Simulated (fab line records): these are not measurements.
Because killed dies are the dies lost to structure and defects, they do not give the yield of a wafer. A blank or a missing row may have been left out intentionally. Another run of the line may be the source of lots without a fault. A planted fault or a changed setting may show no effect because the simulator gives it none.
Split-lot experiment / flow n5Finfet / 21 wafers read from 7 lots, route of 1938 steps

ABOUT THE SPLIT
At N5_BEOL_M8_COAT_22 (resist thk 30 nm), the setting spinRpm was moved away from the recipe's 1500 rpm on 11 of the 21 wafers read, by -10.1% to +11.1%. For the rest of the wafers, this setting stayed at what the recipe calls for.

FROM THE SPLIT TO THE READING: what the file shows between them, 4 steps
- N5_BEOL_M8_EBR_24
- N5_BEOL_M8_SOFTBAKE_23: time 60 s
- N5_BEOL_M8_EXPOSE_25: exposes mask V7, target cd 40 nm
- N5_BEOL_M8_PEB_26: peb time 60 s

THE READING
CAR-EUV_of_BEOL_M8_COAT_22.thkNm (the simulator's own value, which no gauge read), in nm, at N5_BEOL_M8_DEVELOP_27 (develop time 30 s). There is no usual value for it anywhere in the file. The 10 wafers here that ran the recipe average 29.6 nm, standard deviation 0.06 nm.

wafer=L074.2; tool, chamber at the split=lithoTrack-01, 0; spinRpm as run, rpm=1667; against the recipe=+11.1%; CAR-EUV_of_BEOL_M8_COAT_22.thkNm, nm=28; against lot-mates on the recipe=-1.6
wafer=L074.3; tool, chamber at the split=lithoTrack-01, 0; spinRpm as run, rpm=1667; against the recipe=+11.1%; CAR-EUV_of_BEOL_M8_COAT_22.thkNm, nm=28; against lot-mates on the recipe=-1.6
wafer=L074.4; tool, chamber at the split=lithoTrack-01, 0; spinRpm as run, rpm=1500; against the recipe=recipe; CAR-EUV_of_BEOL_M8_COAT_22.thkNm, nm=29.6; against lot-mates on the recipe=-
wafer=L075.4; tool, chamber at the split=lithoTrack-05, 0; spinRpm as run, rpm=1349; against the recipe=-10.1%; CAR-EUV_of_BEOL_M8_COAT_22.thkNm, nm=31.2; against lot-mates on the recipe=+1.6
wafer=L075.6; tool, chamber at the split=lithoTrack-05, 0; spinRpm as run, rpm=1349; against the recipe=-10.1%; CAR-EUV_of_BEOL_M8_COAT_22.thkNm, nm=31.2; against lot-mates on the recipe=+1.6
wafer=L075.5; tool, chamber at the split=lithoTrack-05, 0; spinRpm as run, rpm=1500; against the recipe=recipe; CAR-EUV_of_BEOL_M8_COAT_22.thkNm, nm=29.6; against lot-mates on the recipe=-
wafer=L078.1; tool, chamber at the split=lithoTrack-05, 0; spinRpm as run, rpm=1559; against the recipe=+3.9%; CAR-EUV_of_BEOL_M8_COAT_22.thkNm, nm=29; against lot-mates on the recipe=no lot-mate on the recipe
wafer=L078.2; tool, chamber at the split=lithoTrack-05, 0; spinRpm as run, rpm=1559; against the recipe=+3.9%; CAR-EUV_of_BEOL_M8_COAT_22.thkNm, nm=29; against lot-mates on the recipe=no lot-mate on the recipe
wafer=L078.5; tool, chamber at the split=lithoTrack-05, 0; spinRpm as run, rpm=1559; against the recipe=+3.9%; CAR-EUV_of_BEOL_M8_COAT_22.thkNm, nm=29; against lot-mates on the recipe=no lot-mate on the recipe
wafer=L080.2; tool, chamber at the split=lithoTrack-04, 0; spinRpm as run, rpm=1500; against the recipe=recipe; CAR-EUV_of_BEOL_M8_COAT_22.thkNm, nm=29.6; against lot-mates on the recipe=-
wafer=L080.5; tool, chamber at the split=lithoTrack-04, 0; spinRpm as run, rpm=1577; against the recipe=+5.1%; CAR-EUV_of_BEOL_M8_COAT_22.thkNm, nm=28.8; against lot-mates on the recipe=-0.7
wafer=L080.6; tool, chamber at the split=lithoTrack-04, 0; spinRpm as run, rpm=1500; against the recipe=recipe; CAR-EUV_of_BEOL_M8_COAT_22.thkNm, nm=29.4; against lot-mates on the recipe=-
wafer=L086.2; tool, chamber at the split=lithoTrack-04, 0; spinRpm as run, rpm=1500; against the recipe=recipe; CAR-EUV_of_BEOL_M8_COAT_22.thkNm, nm=29.6; against lot-mates on the recipe=-
wafer=L086.3; tool, chamber at the split=lithoTrack-04, 0; spinRpm as run, rpm=1500; against the recipe=recipe; CAR-EUV_of_BEOL_M8_COAT_22.thkNm, nm=29.6; against lot-mates on the recipe=-
wafer=L086.5; tool, chamber at the split=lithoTrack-04, 0; spinRpm as run, rpm=1500; against the recipe=recipe; CAR-EUV_of_BEOL_M8_COAT_22.thkNm, nm=29.6; against lot-mates on the recipe=-
wafer=L092.1; tool, chamber at the split=lithoTrack-04, 0; spinRpm as run, rpm=1594; against the recipe=+6.3%; CAR-EUV_of_BEOL_M8_COAT_22.thkNm, nm=28.6; against lot-mates on the recipe=-1.0
wafer=L092.5; tool, chamber at the split=lithoTrack-04, 0; spinRpm as run, rpm=1500; against the recipe=recipe; CAR-EUV_of_BEOL_M8_COAT_22.thkNm, nm=29.6; against lot-mates on the recipe=-
wafer=L092.6; tool, chamber at the split=lithoTrack-04, 0; spinRpm as run, rpm=1500; against the recipe=recipe; CAR-EUV_of_BEOL_M8_COAT_22.thkNm, nm=29.6; against lot-mates on the recipe=-
wafer=L093.1; tool, chamber at the split=lithoTrack-04, 0; spinRpm as run, rpm=1367; against the recipe=-8.9%; CAR-EUV_of_BEOL_M8_COAT_22.thkNm, nm=31; against lot-mates on the recipe=+1.4
wafer=L093.2; tool, chamber at the split=lithoTrack-04, 0; spinRpm as run, rpm=1367; against the recipe=-8.9%; CAR-EUV_of_BEOL_M8_COAT_22.thkNm, nm=31; against lot-mates on the recipe=+1.4
wafer=L093.6; tool, chamber at the split=lithoTrack-04, 0; spinRpm as run, rpm=1500; against the recipe=recipe; CAR-EUV_of_BEOL_M8_COAT_22.thkNm, nm=29.6; against lot-mates on the recipe=-

THE FIT
A straight line over all 21 wafers: CAR-EUV_of_BEOL_M8_COAT_22.thkNm changes by -0.153 nm for each +1% of spinRpm; r = -1.00; the points scatter about the line by 0.062 nm.
The same after taking each lot's own level away (the mean of its wafers on the recipe; 18 wafers): -0.152 nm for each +1%; r = -1.00; scatter 0.055 nm.
The reading moves by 1.7 nm for the largest change in spinRpm, on that fit.
Measured against the standard deviation above, the lots' own levels, which go from 29.50 to 29.60 nm, span 1.7 times it.
The two slopes agree, so the slope changes little with the lot-to-lot level.
Check: for one of the wafers moved furthest among these (+11.1%), held out of the fit, the line's prediction against its lot-mates is -1.69 nm. Against them it came out at -1.6 nm.

OTHER SPLITS APPLIED TO THESE WAFERS
Note: prior to the reading, these wafers also went through further splits. Each is held against what the fit with the lots' levels taken away leaves over:
other split on the same wafers=N5_BEOL_M3_SPUTTER_48 timeS; wafers away from the commonest value=5; r with CAR-EUV_of_BEOL_M8_COAT_22.thkNm (lot level and that fit taken away)=+0.30
other split on the same wafers=N5_BEOL_M5_PECVD_70 tempC; wafers away from the commonest value=8; r with CAR-EUV_of_BEOL_M8_COAT_22.thkNm (lot level and that fit taken away)=-0.04
other split on the same wafers=N5_BEOL_M5_HM_DEP_02 targetThkA; wafers away from the commonest value=6; r with CAR-EUV_of_BEOL_M8_COAT_22.thkNm (lot level and that fit taken away)=-0.13
other split on the same wafers=N5_BEOL_M5_TRENCH_ETCH_37 sourceW; wafers away from the commonest value=6; r with CAR-EUV_of_BEOL_M8_COAT_22.thkNm (lot level and that fit taken away)=+0.18
other split on the same wafers=N5_BEOL_M5_ETCH_41 sourceW; wafers away from the commonest value=5; r with CAR-EUV_of_BEOL_M8_COAT_22.thkNm (lot level and that fit taken away)=+0.24
other split on the same wafers=N5_BEOL_M6_TRENCH_ETCH_37 biasW; wafers away from the commonest value=8; r with CAR-EUV_of_BEOL_M8_COAT_22.thkNm (lot level and that fit taken away)=-0.15
other split on the same wafers=N5_BEOL_M7_DESCUM_33 timeS; wafers away from the commonest value=8; r with CAR-EUV_of_BEOL_M8_COAT_22.thkNm (lot level and that fit taken away)=+0.06
other split on the same wafers=N5_BEOL_M7_TRENCH_ETCH_37 timeS; wafers away from the commonest value=6; r with CAR-EUV_of_BEOL_M8_COAT_22.thkNm (lot level and that fit taken away)=-0.07

THE WHOLE CHAIN: every reading that the file lists as answering this split, in the file's order
step=N5_BEOL_M8_COAT_22; what it does=resist thk 30 nm; reading=CAR-EUV_of_BEOL_M8_COAT_22.thkNm (the simulator's own value, which no gauge read); change (the file's fit)=-0.158 nm for each +1% of the setting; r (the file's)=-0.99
step=N5_BEOL_M8_DEVELOP_27; what it does=develop time 30 s; reading=CAR-EUV_of_BEOL_M8_COAT_22.thkNm (the simulator's own value, which no gauge read); change (the file's fit)=-0.152 nm for each +1% of the setting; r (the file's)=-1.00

THE FILE'S OWN FIT
CAR-EUV_of_BEOL_M8_COAT_22.thkNm changes by -0.152 nm for each +1% of spinRpm, r = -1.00.
